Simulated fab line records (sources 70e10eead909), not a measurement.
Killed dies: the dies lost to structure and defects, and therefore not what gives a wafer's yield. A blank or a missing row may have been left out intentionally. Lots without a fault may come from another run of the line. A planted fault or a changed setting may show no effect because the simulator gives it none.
fab line records | flow nandHarc
record: lots: 24 wafers: 72 lastDay: 24
route steps=1159 shown P_ZERO_WELL@67 P_STI@90 P_GATE@202
lots with no fault: from the same line, run without faults
startH: the number of hours between the record's first day and the start of the first shown wafer of the lot | waitH: how many hours have passed since the lot's step before this one | " identical to the entry in the row above | L1.1+2: a single row standing in for several wafers | - either no value or no given start | * or withheld: withheld | < > ~ a bound
route shown NAME@n: a module of which the file shows steps, and the number in the route of the first | usual: mean/standard deviation taken from wafers without a fault | same: alike in all rows | chamber/n: place in a boat | sites: per-site readings | _std_site: their standard deviation | _edge_site: inner sites' mean taken away from outer sites' mean | radiusMm: for every site, how far away it sits from the centre of the wafer | mask NAME#n: copy n | behind: the tool/chamber that last shaped the wafer | hold: the reason the lot was held/the length of the hold in hours/how it ended | device: names the non-switching transistor (n, p or np) | end of line: tests of these same wafers at the route's end | a step given without rows: its recipe and nothing more | killed: count of dies lost to structure and defects at first sort (not the wafer's yield) | map: a wafer's dies, marking killed ones x, the rest . and places with no die _
set.NAME: setting as actually run; set.NAME@STEP: the setting as run at that earlier step | model.NAME: the simulator's own value behind a step, which no gauge read
steps of the route over a sample of lots; a table a step, a row a wafer
services: when a tool's chamber went out of use (startH, in hours from the record's first day, below 0 if earlier), for how many hours, and the reason
== steps ==
step: NHARC_P_ZERO_WELL_RTA_42
recipe: tempC: 1100 timeS: 300
usual: lampPowerPct: 32/3.6 lamp_zone_3_pct: 32/3.6 lamp_zone_6_pct: 32/3.6 wafer_temp_C_max: 1103.6/1
same: timeS: 300
columns lot.wafer tool chamber startH waitH lampPowerPct lamp_zone_3_pct lamp_zone_6_pct wafer_temp_C_max
L074.2 rtpAnneal-02 0 18.97 - 29 29 29 1105.0
L074.5 " 0 " " 29 29 29 1103.8
L074.6 " 0 " " 29 29 29 1103.9
L075.1 rtpAnneal-02 0 24.89 - 29 29 29 1105.3
L075.5 " 0 " " 29 29 29 1105.1
L075.6 " 0 " " 29 29 29 1104.3
L076.2 rtpAnneal-01 0 31.14 - 36 36 36 1103.2
L076.4 " 0 " " 36 36 36 1102.8
L076.6 " 0 " " 36 36 36 1102.2
L077.2 rtpAnneal-02 0 36.78 - 29 29 29 1104.6
L077.3 " 0 " " 29 29 29 1102.3
L077.5 " 0 " " 29 29 29 1104.3
L078.1 rtpAnneal-01 0 43.16 - 36 36 36 1102.1
L078.5 " 0 " " 36 36 36 1103.1
L078.6 " 0 " " 36 36 36 1102.4
L079.1 rtpAnneal-01 0 49.13 - 36 36 36 1103.3
L079.2 " 0 " " 36 36 36 1102.3
L079.4 " 0 " " 36 36 36 1102.9
L080.1 rtpAnneal-02 0 55.00 - 29 29 29 1103.6
L080.2 " 0 " " 29 29 29 1105.3
L080.5 " 0 " " 29 29 29 1102.9
L081.1 rtpAnneal-01 0 60.97 - 36 36 36 1103.8
L081.4 " 0 " " 36 36 36 1102.8
L081.6 " 0 " " 36 36 36 1102.4
L082.1 rtpAnneal-02 0 66.76 - 29 29 29 1104.9
L082.4 " 0 " " 29 29 29 1105.4
L082.6 " 0 " " 29 29 29 1105.8
L083.1 rtpAnneal-01 0 72.90 - 36 36 36 1102.8
L083.2 " 0 " " 36 36 36 1101.6
L083.5 " 0 " " 36 36 36 1103.0
L084.2 rtpAnneal-02 0 79.15 - 29 29 29 1106.0
L084.3 " 0 " " 29 29 29 1104.2
L084.5 " 0 " " 29 29 29 1105.0
L085.1 rtpAnneal-02 0 84.90 - 29 29 29 1103.5
L085.5 " 0 " " 29 29 29 1104.2
L085.6 " 0 " " 29 29 29 1104.2
L086.1 rtpAnneal-01 0 90.94 - 36 36 36 1101.6
L086.3 " 0 " " 36 36 36 1101.9
L086.6 " 0 " " 36 36 36 1102.6
L087.3 rtpAnneal-02 0 96.97 - 29 29 29 1103.7
L087.5 " 0 " " 29 29 29 1104.8
L087.6 " 0 " " 29 29 29 1104.9
L088.1 rtpAnneal-01 0 102.77 - 36 36 36 1101.9
L088.2 " 0 " " 36 36 36 1102.7
L088.4 " 0 " " 36 36 36 1103.1
L089.1 rtpAnneal-02 0 108.94 - 29 29 29 1103.6
L089.2 " 0 " " 29 29 29 1102.9
L089.5 " 0 " " 29 29 29 1104.5
L090.1 rtpAnneal-02 0 114.54 - 29 29 29 1102.9
L090.3 " 0 " " 29 29 29 1105.3
L090.6 " 0 " " 29 29 29 1102.5
L091.1 rtpAnneal-02 0 120.75 - 29 29 29 1105.1
L091.5 " 0 " " 29 29 29 1103.9
L091.6 " 0 " " 29 29 29 1103.8
L092.1 rtpAnneal-01 0 126.86 - 36 36 36 1102.5
L092.2 " 0 " " 36 36 36 1101.9
L092.4 " 0 " " 36 36 36 1102.3
L093.1 rtpAnneal-02 0 132.91 - 29 29 29 1104.4
L093.3 " 0 " " 29 29 29 1103.4
L093.4 " 0 " " 29 29 29 1104.9
L094.1 rtpAnneal-01 0 139.18 - 36 36 36 1103.0
L094.3 " 0 " " 36 36 36 1103.3
L094.4 " 0 " " 36 36 36 1102.9
L095.1 rtpAnneal-02 0 144.74 - 29 29 29 1104.2
L095.2 " 0 " " 29 29 29 1104.8
L095.3 " 0 " " 29 29 29 1104.0
L096.2 rtpAnneal-01 0 151.10 - 36 36 36 1103.0
L096.4 " 0 " " 36 36 36 1102.9
L096.6 " 0 " " 36 36 36 1101.9
L097.1 rtpAnneal-01 0 157.19 - 36 36 36 1103.5
L097.3 " 0 " " 36 36 36 1103.2
L097.5 " 0 " " 36 36 36 1104.0
step: NHARC_P_STI_ETCH_15
recipe: targetDepthA: 3000 taperDeg: 4 timeS: 100.1 hbrFlowSccm: 150 cl2FlowSccm: 50 rfW: 400 icpW: 400 biasW: 100 chemistry: HBr/Cl2
usual: drypumpMotorCurrentA: 5.9/0.46 oesProductAu: 1.004/0.0084 throttleValvePct: 26.406/0.0092
same: timeS: 100.1
columns lot.wafer tool chamber startH waitH drypumpMotorCurrentA oesProductAu rfHoursCounterH throttleValvePct
L074.2 rieSi-04 0 37.64 - 6.2 1.004 0.8 26.410
L074.5 " 2 " " 6.6 1.004 - 26.393
L074.6 " 3 " " 5.3 1.000 - 26.405
L075.1 rieSi-04 0 43.53 - 6.2 1.002 0.8 26.397
L075.6 " 0 " " 6.2 1.009 - 26.405
L075.5 " 3 " " 5.3 1.011 - 26.397
L076.2 rieSi-04 1 55.39 - 6.1 1.016 0.7 26.417
L076.4 " 2 " " 6.6 1.010 0.9 26.398
L076.6 " 1 " " 6.1 1.011 - 26.402
L077.3 rieSi-02 2 55.55 - 5.6 0.982 0.1 26.390
L077.2 " 3 " " 5.2 1.004 0.1 26.395
L077.5 " 3 " " 5.2 1.010 - 26.403
L078.1 rieSi-01 3 59.61 - 6.0 0.998 0.6 26.412
L078.6 " 2 " " 5.5 1.014 - 26.398
L078.5 " 3 " " 6.0 0.992 - 26.397
L079.4 rieSi-04 2 67.82 - 6.6 1.011 1.0 26.396
L079.1 " 3 " " 5.3 1.020 1.1 26.398
L079.2 " 1 " " 6.1 1.001 0.9 26.399
L080.2 rieSi-02 3 71.36 - 5.3 1.006 0.2 26.406
L080.1 " 2 " " 5.6 1.004 0.3 26.402
L080.5 " 0 " " 6.4 1.008 - 26.392
L082.4 rieSi-01 3 80.40 - 5.9 1.003 0.8 26.404
L082.1 " 2 " " 5.5 1.007 0.8 26.429
L082.6 " 3 " " 5.9 1.005 - 26.400
L081.1 rieSi-04 2 80.44 - 6.6 1.020 1.2 26.410
L081.4 " 1 " " 6.1 1.000 0.9 26.409
L081.6 " 3 " " 5.3 1.015 - 26.408
L083.2 rieSi-02 2 89.41 - 5.6 0.998 0.4 26.402
L083.1 " 3 " " 5.2 0.997 0.4 26.403
L083.5 " 2 " " 5.6 1.000 - 26.421
L084.2 rieSi-02 3 95.42 - 5.2 1.000 0.4 26.392
L084.3 " 1 " " 5.9 1.009 0.4 26.402
L084.5 " 0 " " 6.5 1.008 - 26.418
L085.1 rieSi-02 0 101.42 - 6.4 1.007 0.4 26.405
L085.6 " 2 " " 5.6 0.996 - 26.407
L085.5 " 3 " " 5.2 1.008 - 26.395
L086.1 rieSi-04 2 108.25 - 6.6 1.000 0.0 26.413
L086.3 " 3 " " 5.2 0.993 0.0 26.395
L086.6 " 2 " " 6.6 1.003 - 26.396
L087.3 rieSi-02 1 115.43 - 5.9 1.003 0.5 26.409
L087.6 " 1 " " 5.9 1.003 - 26.408
L087.5 " 2 " " 5.6 1.007 - 26.396
L089.1 rieSi-02 0 122.78 - 6.4 1.017 0.6 26.402
L089.2 " 2 " " 5.6 1.007 0.8 26.412
L089.5 " 3 " " 5.2 1.020 - 26.430
L088.1 rieSi-01 2 122.95 - 5.6 0.994 1.0 26.398
L088.2 " 3 " " 6.0 0.996 1.1 26.391
L088.4 " 2 " " 5.5 0.985 - 26.399
L090.1 rieSi-04 0 131.30 - 6.2 1.010 0.1 26.394
L090.3 " 2 " " 6.6 0.996 0.2 26.408
L090.6 " 0 " " 6.2 1.012 - 26.423
L091.1 rieSi-04 0 138.47 - 6.2 1.010 0.2 26.386
L091.6 " 3 " " 5.3 1.003 - 26.417
L091.5 " 0 " " 6.2 1.008 - 26.406
L092.4 rieSi-02 0 143.56 - 6.4 1.010 0.7 26.411
L092.1 " 1 " " 5.9 0.992 0.8 26.400
L092.2 " 3 " " 5.2 1.016 0.9 26.408
L093.4 rieSi-01 2 149.67 - 5.6 1.004 0.1 26.422
L093.3 " 3 " " 5.9 0.993 0.0 26.412
L093.1 " 1 " " 6.3 1.007 0.1 26.408
L094.3 rieSi-01 2 155.72 - 5.5 1.013 0.2 26.416
L094.1 " 3 " " 5.9 0.997 0.2 26.413
L094.4 " 3 " " 5.9 0.988 - 26.415
L096.4 rieSi-04 3 164.27 - 5.3 0.989 0.4 26.417
L096.2 " 1 " " 6.1 1.004 0.4 26.403
L096.6 " 3 " " 5.3 1.002 - 26.413
L095.3 rieSi-01 0 164.45 - 5.5 1.004 0.3 26.417
L095.2 " 1 " " 6.3 0.994 0.1 26.406
L095.1 " 2 " " 5.5 1.002 0.3 26.408
L097.1 rieSi-02 1 175.89 - 5.9 0.996 1.0 26.406
L097.3 " 2 " " 5.6 1.006 1.1 26.413
L097.5 " 3 " " 5.2 1.010 - 26.414
step: NHARC_P_GATE_DESCUM_93
recipe: timeS: 3 o2FlowSccm: 200 arFlowSccm: 0 biasPowerW: 0 chemistry: O2
usual: drypumpMotorCurrentA: 5.7/0.49 oesProductAu: 1.002/0.0097 rfVppV: 57.7/0.87 showerheadPlenumPTorr: 1.91/0.083 throttleValvePct: 11.312/0.0084
same: biasPowerW: 0 timeS: 3
columns lot.wafer tool chamber startH waitH drypumpMotorCurrentA oesProductAu rfHoursCounterH rfVppV showerheadPlenumPTorr throttleValvePct
L074.2 rieDiel-12 2 105.91 - 6.3 1.004 14 58.8 2.05 11.317
L074.6 " 2 " " 6.3 1.002 - 57.7 2.05 11.297
L074.5 " 3 " " 5.4 1.013 - 57.1 1.99 11.315
L075.1 rieDiel-10 2 111.32 - 5.0 0.997 42 57.9 1.86 11.323
L075.6 " 2 " " 5.0 0.994 - 57.1 1.86 11.314
L075.5 " 3 " " 5.8 1.008 - 58.9 1.91 11.296
L077.2 rieDiel-10 3 123.98 - 5.8 1.012 43 57.1 1.91 11.299
L077.3 " 2 " " 5.1 0.999 45 57.8 1.86 11.319
L077.5 " 3 " " 5.8 1.016 - 58.4 1.91 11.321
L078.1 rieDiel-12 2 124.67 - 6.3 1.003 16 60.2 2.05 11.299
L078.5 " 3 " " 5.3 1.010 - 57.9 1.99 11.310
L078.6 " 0 " " 5.5 0.992 - 57.1 1.78 11.313
L076.4 rieDiel-13 2 125.06 - 5.8 1.007 4 57.2 1.84 11.303
L076.2 " 3 " " 6.2 1.011 4 56.6 1.90 11.321
L076.6 " 3 " " 6.2 1.003 - 58.0 1.90 11.318
L079.2 rieDiel-13 1 142.25 - 6.6 1.016 8 58.0 1.90 11.318
L079.4 " 3 " " 6.2 1.018 10 57.3 1.90 11.318
L079.1 " 0 " " 5.7 1.012 9 56.5 1.93 11.311
L080.2 rieDiel-10 0 142.84 - 5.7 0.990 50 58.1 1.85 11.317
L080.1 " 1 " " 5.4 0.986 51 57.5 2.02 11.298
L080.5 " 3 " " 5.8 1.018 - 58.8 1.91 11.324
L082.4 rieDiel-12 1 149.31 - 6.6 0.998 19 57.4 1.87 11.303
L082.1 " 2 " " 6.3 0.993 20 59.0 2.05 11.297
L082.6 " 3 " " 5.3 1.016 - 58.3 1.98 11.311
L081.4 rieDiel-12 2 149.94 - 6.3 0.994 20 57.4 2.05 11.290
L081.1 " 3 " " 5.3 1.030 19 58.9 1.98 11.313
L081.6 " 2 " " 6.3 0.998 - 57.5 2.05 11.316
L083.1 rieDiel-12 0 157.01 - 5.5 0.992 21 57.2 1.78 11.307
L083.2 " 2 " " 6.2 1.001 21 58.4 2.05 11.299
L083.5 " 2 " " 6.2 0.991 - 57.8 2.05 11.311
L084.2 rieDiel-10 1 165.99 - 5.4 0.995 58 58.2 2.02 11.335
L084.3 " 2 " " 5.0 0.992 60 57.1 1.86 11.308
L084.5 " 1 " " 5.4 0.992 - 58.0 2.02 11.310
L085.1 rieDiel-12 3 183.57 - 5.4 1.023 25 58.3 1.98 11.305
L085.6 " 0 " " 5.5 0.989 - 57.4 1.78 11.299
L085.5 " 1 " " 6.6 1.002 - 56.4 1.87 11.319
L087.3 rieDiel-12 0 183.90 - 5.5 0.998 27 56.2 1.78 11.313
L087.6 " 3 " " 5.3 1.004 - 57.6 1.98 11.309
L087.5 " 0 " " 5.4 0.994 - 56.8 1.78 11.329
L086.1 rieDiel-13 1 184.36 - 6.6 1.007 24 58.3 1.90 11.311
L086.3 " 3 " " 6.2 1.001 29 57.4 1.89 11.313
L086.6 " 1 " " 6.6 0.997 - 57.8 1.90 11.319
L088.2 rieDiel-12 2 193.19 - 6.3 0.986 29 58.5 2.05 11.310
L088.4 " 0 " " 5.4 0.994 30 57.7 1.78 11.325
L088.1 " 1 " " 6.6 0.999 28 58.4 1.87 11.310
L089.2 rieDiel-12 3 193.80 - 5.4 1.014 28 57.8 1.98 11.305
L089.1 " 2 " " 6.3 0.996 29 56.9 2.05 11.311
L089.5 " 0 " " 5.4 0.990 - 56.7 1.78 11.315
L090.1 rieDiel-10 2 201.75 - 5.1 0.991 5 57.7 1.85 11.306
L090.3 " 1 " " 5.4 1.005 5 58.0 2.02 11.316
L090.6 " 3 " " 5.8 0.989 - 57.7 1.91 11.306
L091.1 rieDiel-10 2 209.63 - 5.0 0.998 7 56.5 1.85 11.324
L091.5 " 3 " " 5.8 0.996 - 57.4 1.90 11.305
L091.6 " 0 " " 5.7 1.000 - 58.9 1.85 11.309
L092.4 rieDiel-12 1 213.46 - 6.6 1.006 1 57.1 1.87 11.328
L092.1 " 2 " " 6.3 0.990 1 57.4 2.05 11.302
L092.2 " 3 " " 5.4 1.003 1 58.6 1.98 11.305
L093.4 rieDiel-10 1 219.32 - 5.4 0.998 11 57.2 2.02 11.303
L093.3 " 2 " " 5.0 1.002 11 58.0 1.85 11.309
L093.1 " 0 " " 5.7 0.997 10 57.8 1.84 11.307
L094.4 rieDiel-10 1 219.66 - 5.4 1.000 11 58.5 2.02 11.322
L094.3 " 2 " " 5.1 0.991 11 58.2 1.85 11.317
L094.1 " 3 " " 5.8 1.003 11 57.9 1.90 11.320
L095.2 rieDiel-10 1 230.29 - 5.4 0.989 14 57.7 2.02 11.328
L095.3 " 3 " " 5.8 1.009 15 56.8 1.90 11.314
L095.1 " 0 " " 5.7 1.009 15 58.6 1.84 11.312
L096.4 rieDiel-13 2 230.74 - 5.9 1.025 45 55.8 1.82 11.312
L096.2 " 3 " " 6.2 1.006 45 56.7 1.88 11.316
L096.6 " 3 " " 6.2 1.003 - 57.8 1.88 11.320
L097.1 rieDiel-10 3 244.96 - 5.8 1.000 23 55.9 1.90 11.315
L097.3 " 2 " " 5.0 0.993 22 57.2 1.85 11.310
L097.5 " 2 " " 5.0 0.996 - 59.3 1.85 11.306
step: NHARC_P_GATE_STRIP_113
recipe: powerW: 1500 tempC: 110 timeS: 740 chemistry: N2/H2
usual: drypumpMotorCurrentA: 6.0/0.42 heaterPowerW: 84/3.5 tempC: 110.02/0.14
same: timeS: 740
columns lot.wafer tool chamber startH waitH drypumpMotorCurrentA heaterPowerW rfHoursCounterH tempC
L074.2 plasmaAsher-02 1 106.30 0.2 5.3 81 32 109.86
L074.5 " 1 " " 5.3 82 - 109.92
L074.6 " 0 " " 6.1 80 - 110.23
L075.1 plasmaAsher-02 0 111.83 0.3 6.1 80 35 110.06
L075.5 " 1 " " 5.3 81 - 110.17
L075.6 " 0 " " 6.1 81 - 110.06
L077.2 plasmaAsher-01 0 124.46 0.3 6.3 84 1 109.87
L077.3 " 1 " " 6.2 89 - 110.18
L077.5 " 0 " " 6.4 84 - 109.91
L078.1 plasmaAsher-01 0 125.24 0.4 6.4 83 2 109.99
L078.6 " 1 " " 6.2 88 - 110.24
L078.5 " 0 " " 6.4 84 - 109.92
L076.2 plasmaAsher-02 0 125.43 0.2 6.1 80 42 110.14
L076.4 " 1 " " 5.3 82 - 109.90
L076.6 " 1 " " 5.3 79 - 110.00
L079.1 plasmaAsher-01 1 142.62 0.2 6.2 89 8 109.93
L079.2 " 0 " " 6.4 83 8 109.87
L079.4 " 1 " " 6.3 85 - 109.83
L080.1 plasmaAsher-02 0 143.20 0.2 6.1 78 48 110.22
L080.2 " 1 " " 5.3 80 48 109.79
L080.5 " 0 " " 6.1 80 - 110.06
L082.1 plasmaAsher-01 1 149.77 0.3 6.3 91 9 110.06
L082.4 " 1 " " 6.3 90 - 109.84
L082.6 " 0 " " 6.4 86 - 110.09
L081.1 plasmaAsher-02 1 150.30 0.2 5.3 78 50 109.98
L081.4 " 1 " " 5.3 80 - 110.11
L081.6 " 1 " " 5.3 81 - 109.78
L083.2 plasmaAsher-02 1 157.39 0.2 5.3 80 53 109.67
L083.1 " 0 " " 6.1 82 53 109.95
L083.5 " 1 " " 5.3 81 - 109.87
L084.2 plasmaAsher-01 0 166.49 0.3 6.4 85 15 110.00
L084.3 " 1 " " 6.3 88 - 109.91
L084.5 " 0 " " 6.3 85 - 110.12
L085.1 plasmaAsher-01 1 183.90 0.2 6.2 88 21 109.97
L085.5 " 1 " " 6.2 89 - 109.70
L085.6 " 0 " " 6.4 85 - 109.82
L087.3 plasmaAsher-02 1 184.61 0.5 5.3 80 - 110.11
L087.6 " 1 " " 5.3 80 - 109.97
L087.5 " 0 " " 6.1 80 - 109.87
L086.1 plasmaAsher-01 0 184.72 0.2 6.4 83 21 110.25
L086.3 " 1 " " 6.3 91 - 109.74
L086.6 " 1 " " 6.3 88 - 110.10
L088.2 plasmaAsher-01 0 193.56 0.2 6.4 86 27 109.96
L088.1 " 1 " " 6.2 90 27 110.29
L088.4 " 1 " " 6.3 88 - 110.26
L089.2 plasmaAsher-02 1 194.17 0.2 5.3 82 0 109.96
L089.1 " 0 " " 6.1 84 0 110.14
L089.5 " 0 " " 6.1 84 - 110.01
L090.1 plasmaAsher-02 1 202.24 0.3 5.3 81 3 110.11
L090.3 " 1 " " 5.3 81 - 110.06
L090.6 " 0 " " 6.1 82 - 110.16
L091.1 plasmaAsher-01 0 209.96 0.2 6.3 82 31 110.00
L091.6 " 0 " " 6.3 84 - 110.05
L091.5 " 1 " " 6.3 88 - 110.02
L092.2 plasmaAsher-02 0 214.00 0.3 6.1 81 7 110.18
L092.1 " 1 " " 5.3 83 7 110.05
L092.4 " 0 " " 6.1 81 - 110.05
L093.1 plasmaAsher-01 0 219.69 0.2 6.3 85 36 110.26
L093.3 " 0 " " 6.4 83 - 110.04
L093.4 " 1 " " 6.3 90 - 110.05
L094.1 plasmaAsher-02 0 220.15 0.3 6.1 82 8 110.12
L094.3 " 1 " " 5.3 81 - 110.03
L094.4 " 0 " " 6.1 81 - 110.05
L095.1 plasmaAsher-02 1 230.66 0.2 5.3 81 12 110.13
L095.2 " 0 " " 6.1 83 12 109.95
L095.3 " 1 " " 5.3 81 - 110.09
L096.2 plasmaAsher-01 0 231.11 0.2 6.3 85 40 110.19
L096.4 " 1 " " 6.2 88 - 109.99
L096.6 " 1 " " 6.2 91 - 110.20
L097.1 plasmaAsher-01 0 245.48 0.3 6.4 86 44 110.13
L097.3 " 1 " " 6.2 88 - 109.88
L097.5 " 0 " " 6.4 83 - 110.07
step: NHARC_P_GATE_DEGAS_109
recipe: tempC: 300 timeS: 60
usual: heaterPowerW: 484/57
same: timeS: 60
columns lot.wafer tool chamber startH waitH heaterPowerW
L074.2 pvdSputter-01 - 108.10 0.1 504
L074.6 " - " " 496
L074.5 " - " " 429
L075.1 pvdSputter-02 - 113.30 0.1 550
L075.5 " - " " 560
L075.6 " - " " 526
L077.3 pvdSputter-01 - 125.93 0.1 446
L077.2 " - " " 478
L077.5 " - " " 498
L078.1 pvdSputter-01 - 126.75 0.1 431
L078.5 " - " " 481
L078.6 " - " " 509
L076.2 pvdSputter-03 - 127.03 0.1 395
L076.4 " - " " 536
L076.6 " - " " 584
L079.1 pvdSputter-03 - 144.31 0.1 596
L079.4 " - " " 549
L079.2 " - " " 487
L080.1 pvdSputter-01 - 144.90 0.1 376
L080.2 " - " " 466
L080.5 " - " " 431
L082.1 pvdSputter-01 - 151.31 0.1 478
L082.4 " - " " 496
L082.6 " - " " 498
L081.1 pvdSputter-02 - 152.06 0.1 552
L081.4 " - " " 518
L081.6 " - " " 456
L083.1 pvdSputter-02 - 159.14 0.3 551
L083.2 " - " " 456
L083.5 " - " " 556
L084.2 pvdSputter-03 - 168.09 0.1 592
L084.3 " - " " 408
L084.5 " - " " 490
L085.1 pvdSputter-02 - 185.51 0.1 551
L085.6 " - " " 557
L085.5 " - " " 527
L087.3 pvdSputter-01 - 185.96 0.1 414
L087.6 " - " " 489
L087.5 " - " " 426
L086.1 pvdSputter-03 - 186.30 0.1 497
L086.3 " - " " 549
L086.6 " - " " 593
L088.2 pvdSputter-03 - 195.15 0.1 543
L088.1 " - " " 591
L088.4 " - " " 393
L089.2 pvdSputter-02 - 195.77 0.1 449
L089.1 " - " " 540
L089.5 " - " " 527
L090.3 pvdSputter-01 - 203.88 0.1 488
L090.1 " - " " 461
L090.6 " - " " 488
L091.1 pvdSputter-01 - 211.65 0.1 451
L091.5 " - " " 468
L091.6 " - " " 490
L092.2 pvdSputter-01 - 215.60 0.1 449
L092.1 " - " " 489
L092.4 " - " " 395
L093.3 pvdSputter-01 - 221.30 0.1 485
L093.4 " - " " 422
L093.1 " - " " 397
L094.3 pvdSputter-01 - 221.62 0.1 429
L094.4 " - " " 406
L094.1 " - " " 465
L095.2 pvdSputter-01 - 232.24 0.1 466
L095.3 " - " " 419
L095.1 " - " " 399
L096.2 pvdSputter-02 - 232.71 0.1 568
L096.4 " - " " 500
L096.6 " - " " 557
L097.3 pvdSputter-02 - 246.94 0.1 552
L097.1 " - " " 500
L097.5 " - " " 554
step: NHARC_P_GATE_RTA_82
recipe: tempC: 450 timeS: 30
usual: lampPowerPct: 3.4/0.36 lamp_zone_3_pct: 3.4/0.36 lamp_zone_6_pct: 3.3/0.36 wafer_temp_C_max: 451.6/0.5
same: timeS: 30
columns lot.wafer tool chamber startH waitH lampPowerPct lamp_zone_3_pct lamp_zone_6_pct wafer_temp_C_max
L074.2 rtpAnneal-01 0 109.40 - 3.9 3.9 3.9 451.0
L074.5 " 0 " " 3.9 3.9 3.9 451.4
L074.6 " 0 " " 3.9 3.9 3.9 451.3
L075.1 rtpAnneal-02 0 114.22 - 3.1 3.1 3.1 451.7
L075.5 " 0 " " 3.1 3.1 3.1 451.2
L075.6 " 0 " " 3.1 3.1 3.1 451.6
L077.2 rtpAnneal-01 0 126.72 - 3.9 3.9 3.9 451.0
L077.3 " 0 " " 3.9 3.9 3.8 451.5
L077.5 " 0 " " 3.9 3.9 3.9 451.4
L078.1 rtpAnneal-02 0 127.57 - 3.1 3.1 3.1 451.7
L078.5 " 0 " " 3.1 3.1 3.1 451.7
L078.6 " 0 " " 3.1 3.1 3.1 452.1
L076.2 rtpAnneal-02 0 128.01 - 3.1 3.1 3.1 451.8
L076.4 " 0 " " 3.1 3.1 3.1 451.5
L076.6 " 0 " " 3.1 3.1 3.1 452.7
L079.1 rtpAnneal-02 0 145.40 - 3.1 3.1 3.1 451.1
L079.2 " 0 " " 3.1 3.1 3.1 451.9
L079.4 " 0 " " 3.1 3.1 3.1 451.0
L080.1 rtpAnneal-01 0 146.07 - 3.9 3.9 3.9 451.3
L080.2 " 0 " " 3.9 3.9 3.9 451.1
L080.5 " 0 " " 3.9 3.9 3.9 451.3
L082.1 rtpAnneal-02 0 152.13 - 3.1 3.1 3.1 451.9
L082.4 " 0 " " 3.1 3.1 3.1 452.6
L082.6 " 0 " " 3.1 3.1 3.1 451.7
L081.1 rtpAnneal-02 0 152.81 - 3.1 3.1 3.1 451.2
L081.4 " 0 " " 3.1 3.1 3.1 451.2
L081.6 " 0 " " 3.1 3.1 3.1 451.6
L083.1 rtpAnneal-02 0 159.92 - 3.1 3.1 3.1 452.0
L083.2 " 0 " " 3.1 3.1 3.1 451.5
L083.5 " 0 " " 3.1 3.1 3.1 452.3
L084.2 rtpAnneal-01 0 168.99 - 3.9 3.9 3.8 450.9
L084.3 " 0 " " 3.9 3.9 3.9 451.2
L084.5 " 0 " " 3.9 3.9 3.8 451.7
L085.1 rtpAnneal-02 0 186.28 - 3.1 3.1 3.1 451.8
L085.5 " 0 " " 3.1 3.1 3.1 452.2
L085.6 " 0 " " 3.1 3.1 3.1 451.6
L087.3 rtpAnneal-02 0 186.84 - 3.1 3.1 3.1 452.0
L087.5 " 0 " " 3.1 3.1 3.1 451.8
L087.6 " 0 " " 3.1 3.1 3.1 452.3
L086.1 rtpAnneal-02 0 187.07 - 3.1 3.1 3.1 452.5
L086.3 " 0 " " 3.1 3.1 3.1 452.4
L086.6 " 0 " " 3.1 3.1 3.1 451.8
L088.1 rtpAnneal-02 0 195.91 - 3.1 3.1 3.1 451.7
L088.2 " 0 " " 3.1 3.1 3.1 451.8
L088.4 " 0 " " 3.1 3.1 3.1 452.1
L089.1 rtpAnneal-02 0 196.51 - 3.1 3.1 3.1 451.4
L089.2 " 0 " " 3.1 3.1 3.1 451.1
L089.5 " 0 " " 3.1 3.1 3.1 451.8
L090.1 rtpAnneal-01 0 204.67 - 3.9 3.9 3.8 450.6
L090.3 " 0 " " 3.9 3.9 3.9 450.8
L090.6 " 0 " " 3.9 3.9 3.9 450.6
L091.1 rtpAnneal-01 0 212.40 - 3.9 3.9 3.9 451.2
L091.5 " 0 " " 3.9 3.9 3.9 450.7
L091.6 " 0 " " 3.9 3.9 3.9 451.0
L092.1 rtpAnneal-02 0 216.36 - 3.1 3.1 3.1 451.3
L092.2 " 0 " " 3.1 3.1 3.1 453.0
L092.4 " 0 " " 3.1 3.1 3.1 452.1
L093.1 rtpAnneal-01 0 222.06 - 3.9 3.9 3.9 451.2
L093.3 " 0 " " 3.9 3.9 3.8 451.2
L093.4 " 0 " " 3.9 3.9 3.9 450.9
L094.1 rtpAnneal-02 0 222.37 - 3.1 3.1 3.1 452.6
L094.3 " 0 " " 3.1 3.1 3.1 451.8
L094.4 " 0 " " 3.1 3.1 3.1 451.9
L095.1 rtpAnneal-02 0 232.99 - 3.1 3.1 3.1 452.6
L095.2 " 0 " " 3.1 3.1 3.1 451.4
L095.3 " 0 " " 3.1 3.1 3.1 452.1
L096.2 rtpAnneal-02 0 233.52 - 3.1 3.1 3.1 452.4
L096.4 " 0 " " 3.1 3.1 3.1 451.7
L096.6 " 0 " " 3.1 3.1 3.1 451.8
L097.1 rtpAnneal-01 0 247.74 - 3.9 3.9 3.9 451.4
L097.3 " 0 " " 3.9 3.9 3.9 451.1
L097.5 " 0 " " 3.9 3.9 3.9 451.2
== services ==
columns tool chamber startH hours kind
rieDiel-10 - -0.50 9.0 pm
plasmaAsher-02 - 6.15 1.2 repair
plasmaAsher-02 - 7.37 9.0 pm
rieDiel-12 - 25.40 9.0 pm
pvdSputter-01 - 28.40 11.1 repair
rieDiel-12 3 39.20 9.4 repair
pvdSputter-01 - 49.34 5.6 repair
pvdSputter-01 - 56.83 1.4 repair
plasmaAsher-01 - 66.43 0.4 repair
rieDiel-12 1 79.20 4.1 repair
plasmaAsher-01 - 99.20 9.0 pm
plasmaAsher-01 - 110.25 13.7 repair
pvdSputter-01 - 111.30 1.9 repair
rieDiel-10 3 135.29 5.7 repair
plasmaAsher-01 - 151.27 1.7 repair
rieDiel-12 1 151.90 5.1 repair
rieDiel-12 - 157.18 0.4 repair
pvdSputter-01 - 158.04 10.0 pm
plasmaAsher-02 - 174.65 0.9 repair
rieDiel-10 - 177.11 9.0 pm
rieDiel-12 - 202.40 9.0 pm
plasmaAsher-02 - 215.56 1.7 repair
rieDiel-12 2 222.07 8.8 repair
rieDiel-12 1 225.80 1.7 repair
== key ==
fault none
